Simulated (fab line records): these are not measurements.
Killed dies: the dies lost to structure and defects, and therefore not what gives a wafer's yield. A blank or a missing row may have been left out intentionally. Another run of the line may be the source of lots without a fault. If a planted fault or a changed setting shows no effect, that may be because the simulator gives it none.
Which of the tools did it? || flow n5Finfet || 8 lots with 24 wafers sampled at 7 steps, on a route of 1938 steps

## WHAT THE GAUGES SHOWED, per wafer
N5_BEOL_M0_SAQP_INSPECT_42: inspects for defects (brightfield). Usual: rawDefectCount 336, standard deviation 110.
{"lot": "L753", "measured": "day 5 19:35", "on": "defectInspect-01", "rawDefectCount": "249 204 343", "flag": ""}
{"lot": "L756", "measured": "day 6 08:19", "on": "defectInspect-01", "rawDefectCount": "166 170 159", "flag": ""}
{"lot": "L763", "measured": "day 8 04:21", "on": "defectInspect-01", "rawDefectCount": "229 271 1251", "flag": ""}
{"lot": "L771", "measured": "day 10 09:21", "on": "defectInspect-01", "rawDefectCount": "226 320 315", "flag": ""}
{"lot": "L772", "measured": "day 10 10:36", "on": "defectInspect-02", "rawDefectCount": "304 485 329", "flag": ""}
{"lot": "L773", "measured": "day 10 19:53", "on": "defectInspect-02", "rawDefectCount": "466 470 500", "flag": ""}
{"lot": "L774", "measured": "day 10 23:43", "on": "defectInspect-01", "rawDefectCount": "329 459 207", "flag": ""}
{"lot": "L775", "measured": "day 11 02:55", "on": "defectInspect-02", "rawDefectCount": "413 270 306", "flag": ""}

N5_BEOL_M0_CUTY_INSPECT_59: inspects for defects (macro). Usual: rawDefectCount 2.0, standard deviation 1.5.
{"lot": "L753", "measured": "day 5 21:06", "on": "defectInspect-01", "rawDefectCount": "2 1 3", "flag": ""}
{"lot": "L756", "measured": "day 6 09:44", "on": "defectInspect-01", "rawDefectCount": "1 0 2", "flag": ""}
{"lot": "L763", "measured": "day 8 05:37", "on": "defectInspect-02", "rawDefectCount": "0 4 >300", "flag": ""}
{"lot": "L771", "measured": "day 10 10:44", "on": "defectInspect-01", "rawDefectCount": "1 3 4", "flag": ""}
{"lot": "L772", "measured": "day 10 11:52", "on": "defectInspect-01", "rawDefectCount": "1 1 1", "flag": ""}
{"lot": "L773", "measured": "day 10 21:17", "on": "defectInspect-01", "rawDefectCount": "1 2 1", "flag": ""}
{"lot": "L774", "measured": "day 11 01:00", "on": "defectInspect-02", "rawDefectCount": "0 3 1", "flag": ""}
{"lot": "L775", "measured": "day 11 04:13", "on": "defectInspect-02", "rawDefectCount": "0 2 1", "flag": ""}

N5_BEOL_M4_RC_MEAS_101. Usual: DIBL_N 36.0 mV/V, standard deviation 2.2; DIBL_P 36.2 mV/V, standard deviation 2.4; IOFF_N 0.16 nA/um, standard deviation 0.035; IOFF_P 0.21 nA/um, standard deviation 0.037; ION_N 672 uA/um, standard deviation 13; ION_P 461 uA/um, standard deviation 7; SS_N 71.4 mV/dec, standard deviation 0.69; SS_P 73.2 mV/dec, standard deviation 0.75; VT_N 250 mV, standard deviation 3.4; VT_P -251 mV, standard deviation 3.
{"lot": "L753", "measured": "day 9 13:01", "on": "prober-01", "DIBL_N (mV/V)": "33.9 35.4 35.7", "DIBL_P (mV/V)": "34.2 35.7 36.5", "IOFF_N (nA/um)": "0.12 0.16 0.17", "IOFF_P (nA/um)": "0.17 0.19 0.21", "ION_N (uA/um)": "659 677 694", "ION_P (uA/um)": "451 457 467", "SS_N (mV/dec)": "71.3 71.1 70.8", "SS_P (mV/dec)": "73.7 73.4 73.6", "VT_N (mV)": "252 250 246", "VT_P (mV)": "-257 -253 -252", "flag": ""}
{"lot": "L756", "measured": "day 9 15:58", "on": "prober-01", "DIBL_N (mV/V)": "37.4 36.3 33.0", "DIBL_P (mV/V)": "36.8 36.0 32.4", "IOFF_N (nA/um)": "0.14 0.13 0.09", "IOFF_P (nA/um)": "0.21 0.20 0.15", "ION_N (uA/um)": "676 670 649", "ION_P (uA/um)": "465 468 456", "SS_N (mV/dec)": "71.4 71.3 70.2", "SS_P (mV/dec)": "73.0 72.5 72.0", "VT_N (mV)": "254 252 257", "VT_P (mV)": "-247 -250 -251", "flag": ""}
{"lot": "L763", "measured": "day 12 00:44", "on": "prober-02", "DIBL_N (mV/V)": "34.0 36.6 33.7", "DIBL_P (mV/V)": "32.1 35.7 32.3", "IOFF_N (nA/um)": "0.13 0.18 0.12", "IOFF_P (nA/um)": "0.18 0.24 0.18", "ION_N (uA/um)": "666 673 665", "ION_P (uA/um)": "458 470 460", "SS_N (mV/dec)": "71.1 72.5 70.4", "SS_P (mV/dec)": "72.2 73.2 72.5", "VT_N (mV)": "253 246 253", "VT_P (mV)": "-250 -246 -248", "flag": ""}
{"lot": "L771", "measured": "day 13 16:46", "on": "prober-01", "DIBL_N (mV/V)": "40.9 38.3 38.9", "DIBL_P (mV/V)": "41.1 37.2 38.2", "IOFF_N (nA/um)": "0.26 0.18 0.20", "IOFF_P (nA/um)": "0.30 0.23 0.24", "ION_N (uA/um)": "700 689 691", "ION_P (uA/um)": "476 466 462", "SS_N (mV/dec)": "72.6 71.8 71.8", "SS_P (mV/dec)": "75.2 73.6 74.7", "VT_N (mV)": "243 249 249", "VT_P (mV)": "-247 -251 -249", "flag": ""}
{"lot": "L772", "measured": "day 14 10:02", "on": "prober-02", "DIBL_N (mV/V)": "35.0 33.6 33.6", "DIBL_P (mV/V)": "35.2 33.7 34.3", "IOFF_N (nA/um)": "0.14 0.11 0.12", "IOFF_P (nA/um)": "0.18 0.16 0.16", "ION_N (uA/um)": "658 645 649", "ION_P (uA/um)": "455 447 451", "SS_N (mV/dec)": "70.9 70.1 70.0", "SS_P (mV/dec)": "72.9 71.8 71.6", "VT_N (mV)": "252 254 255", "VT_P (mV)": "-250 -254 -253", "flag": ""}
{"lot": "L773", "measured": "day 14 04:13", "on": "prober-01", "DIBL_N (mV/V)": "36.3 36.5 39.1", "DIBL_P (mV/V)": "35.8 36.5 39.1", "IOFF_N (nA/um)": "0.16 0.16 0.21", "IOFF_P (nA/um)": "0.18 0.19 0.23", "ION_N (uA/um)": "681 684 696", "ION_P (uA/um)": "460 460 462", "SS_N (mV/dec)": "71.5 71.9 71.9", "SS_P (mV/dec)": "72.7 73.1 73.3", "VT_N (mV)": "248 253 245", "VT_P (mV)": "-254 -252 -251", "flag": ""}
{"lot": "L774", "measured": "day 14 21:56", "on": "prober-02", "DIBL_N (mV/V)": "36.0 39.7 38.7", "DIBL_P (mV/V)": "34.2 38.0 37.5", "IOFF_N (nA/um)": "0.14 0.20 0.18", "IOFF_P (nA/um)": "0.21 0.28 0.26", "ION_N (uA/um)": "677 687 677", "ION_P (uA/um)": "467 476 471", "SS_N (mV/dec)": "71.6 71.6 71.9", "SS_P (mV/dec)": "73.0 73.2 73.5", "VT_N (mV)": "251 247 247", "VT_P (mV)": "-244 -243 -245", "flag": ""}
{"lot": "L775", "measured": "day 15 02:20", "on": "prober-02", "DIBL_N (mV/V)": "37.0 37.4 35.2", "DIBL_P (mV/V)": "38.6 39.4 37.4", "IOFF_N (nA/um)": "0.19 0.20 0.17", "IOFF_P (nA/um)": "0.23 0.23 0.21", "ION_N (uA/um)": "689 696 681", "ION_P (uA/um)": "460 470 468", "SS_N (mV/dec)": "71.7 72.3 71.6", "SS_P (mV/dec)": "74.1 73.4 73.8", "VT_N (mV)": "247 247 250", "VT_P (mV)": "-250 -251 -251", "flag": ""}

## WHAT TOOL EACH LOT RAN ON (gives the tool, then ch and the chambers of the sampled wafers, and finally the start)
{"lot": "L753", "N5_BEOL_M0_SAQP_ETCH_84": "rieDiel-01 ch 1,3, day 5 15:12", "N5_BEOL_M0_SAQP_HM_OPEN_112": "rieDiel-01 ch 1,3, day 5 15:19", "N5_BEOL_M0_SAQP_SPACER1_ETCHBACK_99": "rieDiel-01 ch 2,3, day 5 17:07", "N5_BEOL_M0_SAQP_RECESS_104": "vaporEtch-02 ch 0,1, day 5 17:34"}
{"lot": "L756", "N5_BEOL_M0_SAQP_ETCH_84": "rieDiel-01 ch 0,2,3, day 6 04:24", "N5_BEOL_M0_SAQP_HM_OPEN_112": "rieDiel-01 ch 0,2,3, day 6 04:31", "N5_BEOL_M0_SAQP_SPACER1_ETCHBACK_99": "rieDiel-02 ch 1,2,3, day 6 05:41", "N5_BEOL_M0_SAQP_RECESS_104": "vaporEtch-02 ch 0,1, day 6 06:08"}
{"lot": "L763", "N5_BEOL_M0_SAQP_ETCH_84": "rieDiel-01 ch 0,1, day 8 00:40", "N5_BEOL_M0_SAQP_HM_OPEN_112": "rieDiel-01 ch 0,1, day 8 00:46", "N5_BEOL_M0_SAQP_SPACER1_ETCHBACK_99": "rieDiel-05 ch 0,3, day 8 01:59", "N5_BEOL_M0_SAQP_RECESS_104": "vaporEtch-01 ch 0,1, day 8 02:34"}
{"lot": "L771", "N5_BEOL_M0_SAQP_ETCH_84": "rieDiel-01 ch 0,1,2, day 10 04:51", "N5_BEOL_M0_SAQP_HM_OPEN_112": "rieDiel-01 ch 0,1,2, day 10 04:57", "N5_BEOL_M0_SAQP_SPACER1_ETCHBACK_99": "rieDiel-02 ch 0,1,3, day 10 06:13", "N5_BEOL_M0_SAQP_RECESS_104": "vaporEtch-02 ch 0,1, day 10 06:40"}
{"lot": "L772", "N5_BEOL_M0_SAQP_ETCH_84": "rieDiel-02 ch 1,2,3, day 10 06:22", "N5_BEOL_M0_SAQP_HM_OPEN_112": "rieDiel-02 ch 1,2,3, day 10 06:28", "N5_BEOL_M0_SAQP_SPACER1_ETCHBACK_99": "rieDiel-02 ch 0,1,2, day 10 08:07", "N5_BEOL_M0_SAQP_RECESS_104": "vaporEtch-02 ch 0,1, day 10 08:35"}
{"lot": "L773", "N5_BEOL_M0_SAQP_ETCH_84": "rieDiel-01 ch 0,1,2, day 10 16:08", "N5_BEOL_M0_SAQP_HM_OPEN_112": "rieDiel-01 ch 0,1,2, day 10 16:14", "N5_BEOL_M0_SAQP_SPACER1_ETCHBACK_99": "rieDiel-01 ch 1,2, day 10 17:25", "N5_BEOL_M0_SAQP_RECESS_104": "vaporEtch-02 ch 0,1, day 10 17:59"}
{"lot": "L774", "N5_BEOL_M0_SAQP_ETCH_84": "rieDiel-01 ch 0,1,2, day 10 19:46", "N5_BEOL_M0_SAQP_HM_OPEN_112": "rieDiel-01 ch 0,1,2, day 10 19:52", "N5_BEOL_M0_SAQP_SPACER1_ETCHBACK_99": "rieDiel-01 ch 1,2, day 10 21:04", "N5_BEOL_M0_SAQP_RECESS_104": "vaporEtch-02 ch 0,1, day 10 21:32"}
{"lot": "L775", "N5_BEOL_M0_SAQP_ETCH_84": "rieDiel-01 ch 0,1,3, day 10 22:58", "N5_BEOL_M0_SAQP_HM_OPEN_112": "rieDiel-01 ch 0,1,3, day 10 23:05", "N5_BEOL_M0_SAQP_SPACER1_ETCHBACK_99": "rieDiel-01 ch 2,3, day 11 00:25", "N5_BEOL_M0_SAQP_RECESS_104": "vaporEtch-02 ch 0,1, day 11 00:59"}
- N5_BEOL_M0_SAQP_ETCH_84: etches SOC in N2/H2, target depth 100 nm, overetch 20 nm, time 150 s.
- N5_BEOL_M0_SAQP_HM_OPEN_112: chemistry CHF3/O2, target SiO2, stops on a-Si, target depth 12 nm, time 13.5 s.
- N5_BEOL_M0_SAQP_SPACER1_ETCHBACK_99: etches SiO2 in CHF3/O2, target depth 15.4 nm, time 7.7 s.
- N5_BEOL_M0_SAQP_RECESS_104: chemistry HF/NH3, target SiO2, target depth 18 nm, afs cycles 3, sublimation time 60 s.

## WHAT THE TOOLS THEMSELVES READ (means of the sampled wafers that have a number; where no wafer has one, the mark that the record gives instead)
N5_BEOL_M0_SAQP_ETCH_84. Usual: biasW is 149.9 W with standard deviation 0.45, drypumpMotorCurrentA is 5.9 A with standard deviation 0.36, n2FlowSccm is 200.0 sccm with standard deviation 0.62, oesProductAu is 0.71 a.u. with standard deviation 0.084, rfVppV is 525.0 V with standard deviation 2.3, showerheadPlenumPTorr is 2.58 Torr with standard deviation 0.083, and throttleValvePct is 17.88 % with standard deviation 0.23.
{"lot": "L753", "tool": "rieDiel-01", "biasW (W)": 150.0, "drypumpMotorCurrentA (A)": 5.8, "n2FlowSccm (sccm)": 200.2, "oesProductAu (a.u.)": 0.74, "rfVppV (V)": 526.0, "showerheadPlenumPTorr (Torr)": 2.60, "throttleValvePct (%)": 17.90, "flag": ""}
{"lot": "L756", "tool": "rieDiel-01", "biasW (W)": 149.8, "drypumpMotorCurrentA (A)": 6.0, "n2FlowSccm (sccm)": 200.2, "oesProductAu (a.u.)": 0.74, "rfVppV (V)": 523.4, "showerheadPlenumPTorr (Torr)": 2.52, "throttleValvePct (%)": 17.88, "flag": ""}
{"lot": "L763", "tool": "rieDiel-01", "biasW (W)": 150.2, "drypumpMotorCurrentA (A)": 6.0, "n2FlowSccm (sccm)": 200.0, "oesProductAu (a.u.)": 0.67, "rfVppV (V)": 525.6, "showerheadPlenumPTorr (Torr)": 2.62, "throttleValvePct (%)": 18.26, "flag": ""}
{"lot": "L771", "tool": "rieDiel-01", "biasW (W)": 149.9, "drypumpMotorCurrentA (A)": 6.0, "n2FlowSccm (sccm)": 200.0, "oesProductAu (a.u.)": 0.82, "rfVppV (V)": 526.5, "showerheadPlenumPTorr (Torr)": 2.64, "throttleValvePct (%)": 17.81, "flag": ""}
{"lot": "L772", "tool": "rieDiel-02", "biasW (W)": 150.2, "drypumpMotorCurrentA (A)": 6.1, "n2FlowSccm (sccm)": 200.0, "oesProductAu (a.u.)": 0.74, "rfVppV (V)": 524.0, "showerheadPlenumPTorr (Torr)": 2.60, "throttleValvePct (%)": 17.73, "flag": ""}
{"lot": "L773", "tool": "rieDiel-01", "biasW (W)": 150.2, "drypumpMotorCurrentA (A)": 6.0, "n2FlowSccm (sccm)": 199.3, "oesProductAu (a.u.)": 0.81, "rfVppV (V)": 526.1, "showerheadPlenumPTorr (Torr)": 2.63, "throttleValvePct (%)": 17.82, "flag": ""}
{"lot": "L774", "tool": "rieDiel-01", "biasW (W)": 149.7, "drypumpMotorCurrentA (A)": 6.0, "n2FlowSccm (sccm)": 200.3, "oesProductAu (a.u.)": 0.82, "rfVppV (V)": 526.2, "showerheadPlenumPTorr (Torr)": 2.63, "throttleValvePct (%)": 17.81, "flag": ""}
{"lot": "L775", "tool": "rieDiel-01", "biasW (W)": 150.2, "drypumpMotorCurrentA (A)": 6.0, "n2FlowSccm (sccm)": 200.4, "oesProductAu (a.u.)": 0.78, "rfVppV (V)": 524.7, "showerheadPlenumPTorr (Torr)": 2.59, "throttleValvePct (%)": 17.91, "flag": ""}

N5_BEOL_M0_SAQP_HM_OPEN_112. Usual: biasW is 170.0 W with standard deviation 0.54, drypumpMotorCurrentA is 5.9 A with standard deviation 0.36, oes_ar_750_au is 0.80 a.u. with standard deviation 0.096, oesProductAu is 0.52 a.u. with standard deviation 0.062, rfVppV is 526 V with standard deviation 11, showerheadPlenumPTorr is 2.45 Torr with standard deviation 0.07, and throttleValvePct is 18.90 % with standard deviation 0.2.
{"lot": "L753", "tool": "rieDiel-01", "biasW (W)": 170.0, "drypumpMotorCurrentA (A)": 5.8, "oes_ar_750_au (a.u.)": 0.84, "oesProductAu (a.u.)": 0.54, "rfVppV (V)": 521, "showerheadPlenumPTorr (Torr)": 2.47, "throttleValvePct (%)": 19.00, "flag": ""}
{"lot": "L756", "tool": "rieDiel-01", "biasW (W)": 170.9, "drypumpMotorCurrentA (A)": 6.0, "oes_ar_750_au (a.u.)": 0.82, "oesProductAu (a.u.)": 0.54, "rfVppV (V)": 530, "showerheadPlenumPTorr (Torr)": 2.40, "throttleValvePct (%)": 18.97, "flag": ""}
{"lot": "L763", "tool": "rieDiel-01", "biasW (W)": 169.8, "drypumpMotorCurrentA (A)": 6.0, "oes_ar_750_au (a.u.)": 0.76, "oesProductAu (a.u.)": 0.49, "rfVppV (V)": 515, "showerheadPlenumPTorr (Torr)": 2.47, "throttleValvePct (%)": 19.20, "flag": ""}
{"lot": "L771", "tool": "rieDiel-01", "biasW (W)": 169.9, "drypumpMotorCurrentA (A)": 6.0, "oes_ar_750_au (a.u.)": 0.92, "oesProductAu (a.u.)": 0.60, "rfVppV (V)": 522, "showerheadPlenumPTorr (Torr)": 2.49, "throttleValvePct (%)": 18.84, "flag": ""}
{"lot": "L772", "tool": "rieDiel-02", "biasW (W)": 170.1, "drypumpMotorCurrentA (A)": 6.1, "oes_ar_750_au (a.u.)": 0.82, "oesProductAu (a.u.)": 0.54, "rfVppV (V)": 524, "showerheadPlenumPTorr (Torr)": 2.46, "throttleValvePct (%)": 18.69, "flag": ""}
{"lot": "L773", "tool": "rieDiel-01", "biasW (W)": 170.3, "drypumpMotorCurrentA (A)": 6.0, "oes_ar_750_au (a.u.)": 0.91, "oesProductAu (a.u.)": 0.60, "rfVppV (V)": 522, "showerheadPlenumPTorr (Torr)": 2.49, "throttleValvePct (%)": 18.85, "flag": ""}
{"lot": "L774", "tool": "rieDiel-01", "biasW (W)": 169.6, "drypumpMotorCurrentA (A)": 6.0, "oes_ar_750_au (a.u.)": 0.90, "oesProductAu (a.u.)": 0.59, "rfVppV (V)": 522, "showerheadPlenumPTorr (Torr)": 2.49, "throttleValvePct (%)": 18.85, "flag": ""}
{"lot": "L775", "tool": "rieDiel-01", "biasW (W)": 170.2, "drypumpMotorCurrentA (A)": 6.0, "oes_ar_750_au (a.u.)": 0.87, "oesProductAu (a.u.)": 0.57, "rfVppV (V)": 524, "showerheadPlenumPTorr (Torr)": 2.45, "throttleValvePct (%)": 18.97, "flag": ""}

N5_BEOL_M0_SAQP_SPACER1_ETCHBACK_99. Usual: biasW is 169.9 W with standard deviation 0.54, drypumpMotorCurrentA is 5.9 A with standard deviation 0.33, oes_ar_750_au is 0.79 a.u. with standard deviation 0.098, oesProductAu is 0.79 a.u. with standard deviation 0.1, rfVppV is 526 V with standard deviation 10, showerheadPlenumPTorr is 2.44 Torr with standard deviation 0.072, and throttleValvePct is 18.98 % with standard deviation 0.2.
{"lot": "L753", "tool": "rieDiel-01", "biasW (W)": 169.5, "drypumpMotorCurrentA (A)": 5.9, "oes_ar_750_au (a.u.)": 0.77, "oesProductAu (a.u.)": 0.76, "rfVppV (V)": 522, "showerheadPlenumPTorr (Torr)": 2.33, "throttleValvePct (%)": 19.01, "flag": ""}
{"lot": "L756", "tool": "rieDiel-02", "biasW (W)": 170.4, "drypumpMotorCurrentA (A)": 6.0, "oes_ar_750_au (a.u.)": 0.77, "oesProductAu (a.u.)": 0.77, "rfVppV (V)": 524, "showerheadPlenumPTorr (Torr)": 2.47, "throttleValvePct (%)": 18.83, "flag": ""}
{"lot": "L763", "tool": "rieDiel-05", "biasW (W)": 170.2, "drypumpMotorCurrentA (A)": 5.9, "oes_ar_750_au (a.u.)": 0.69, "oesProductAu (a.u.)": 0.70, "rfVppV (V)": 530, "showerheadPlenumPTorr (Torr)": 2.48, "throttleValvePct (%)": 19.11, "flag": ""}
{"lot": "L771", "tool": "rieDiel-02", "biasW (W)": 170.1, "drypumpMotorCurrentA (A)": 5.8, "oes_ar_750_au (a.u.)": 0.84, "oesProductAu (a.u.)": 0.84, "rfVppV (V)": 524, "showerheadPlenumPTorr (Torr)": 2.50, "throttleValvePct (%)": 18.92, "flag": ""}
{"lot": "L772", "tool": "rieDiel-02", "biasW (W)": 169.7, "drypumpMotorCurrentA (A)": 5.8, "oes_ar_750_au (a.u.)": 0.77, "oesProductAu (a.u.)": 0.76, "rfVppV (V)": 528, "showerheadPlenumPTorr (Torr)": 2.44, "throttleValvePct (%)": 18.93, "flag": ""}
{"lot": "L773", "tool": "rieDiel-01", "biasW (W)": 170.7, "drypumpMotorCurrentA (A)": 5.8, "oes_ar_750_au (a.u.)": 0.95, "oesProductAu (a.u.)": 0.96, "rfVppV (V)": 518, "showerheadPlenumPTorr (Torr)": 2.52, "throttleValvePct (%)": 18.76, "flag": ""}
{"lot": "L774", "tool": "rieDiel-01", "biasW (W)": 169.7, "drypumpMotorCurrentA (A)": 5.8, "oes_ar_750_au (a.u.)": 0.94, "oesProductAu (a.u.)": 0.96, "rfVppV (V)": 519, "showerheadPlenumPTorr (Torr)": 2.52, "throttleValvePct (%)": 18.76, "flag": ""}
{"lot": "L775", "tool": "rieDiel-01", "biasW (W)": 169.8, "drypumpMotorCurrentA (A)": 5.9, "oes_ar_750_au (a.u.)": 0.91, "oesProductAu (a.u.)": 0.92, "rfVppV (V)": 529, "showerheadPlenumPTorr (Torr)": 2.51, "throttleValvePct (%)": 18.79, "flag": ""}

N5_BEOL_M0_SAQP_RECESS_104. Usual: drypumpMotorCurrentA 5.6 A, standard deviation 0.32.
{"lot": "L753", "tool": "vaporEtch-02", "drypumpMotorCurrentA (A)": 5.6, "flag": ""}
{"lot": "L756", "tool": "vaporEtch-02", "drypumpMotorCurrentA (A)": 5.4, "flag": ""}
{"lot": "L763", "tool": "vaporEtch-01", "drypumpMotorCurrentA (A)": 5.7, "flag": ""}
{"lot": "L771", "tool": "vaporEtch-02", "drypumpMotorCurrentA (A)": 5.4, "flag": ""}
{"lot": "L772", "tool": "vaporEtch-02", "drypumpMotorCurrentA (A)": 5.6, "flag": ""}
{"lot": "L773", "tool": "vaporEtch-02", "drypumpMotorCurrentA (A)": 5.6, "flag": ""}
{"lot": "L774", "tool": "vaporEtch-02", "drypumpMotorCurrentA (A)": 5.4, "flag": ""}
{"lot": "L775", "tool": "vaporEtch-02", "drypumpMotorCurrentA (A)": 5.4, "flag": ""}

## THE ANSWER, worked out from the rows above alone
Rule: a lot is off if the mean of its wafers that have a number lies more than 3 standard deviations from the usual mean. Also off: a lot with no number at a reading for which 4 or more lots have one. The other lots that the step has rows for count as sound. Order of review: gauges by route order, followed by the tools' own readings, for which a lot's mean as printed above is used. The first step at which some lot is off is used, and at that step the reading that is off furthest; a lot without a number counts as furthest.
No lot is off at any reading shown: from this, nothing can be told.

## WHAT HAD BEEN PUT IN BY THE SIMULATOR
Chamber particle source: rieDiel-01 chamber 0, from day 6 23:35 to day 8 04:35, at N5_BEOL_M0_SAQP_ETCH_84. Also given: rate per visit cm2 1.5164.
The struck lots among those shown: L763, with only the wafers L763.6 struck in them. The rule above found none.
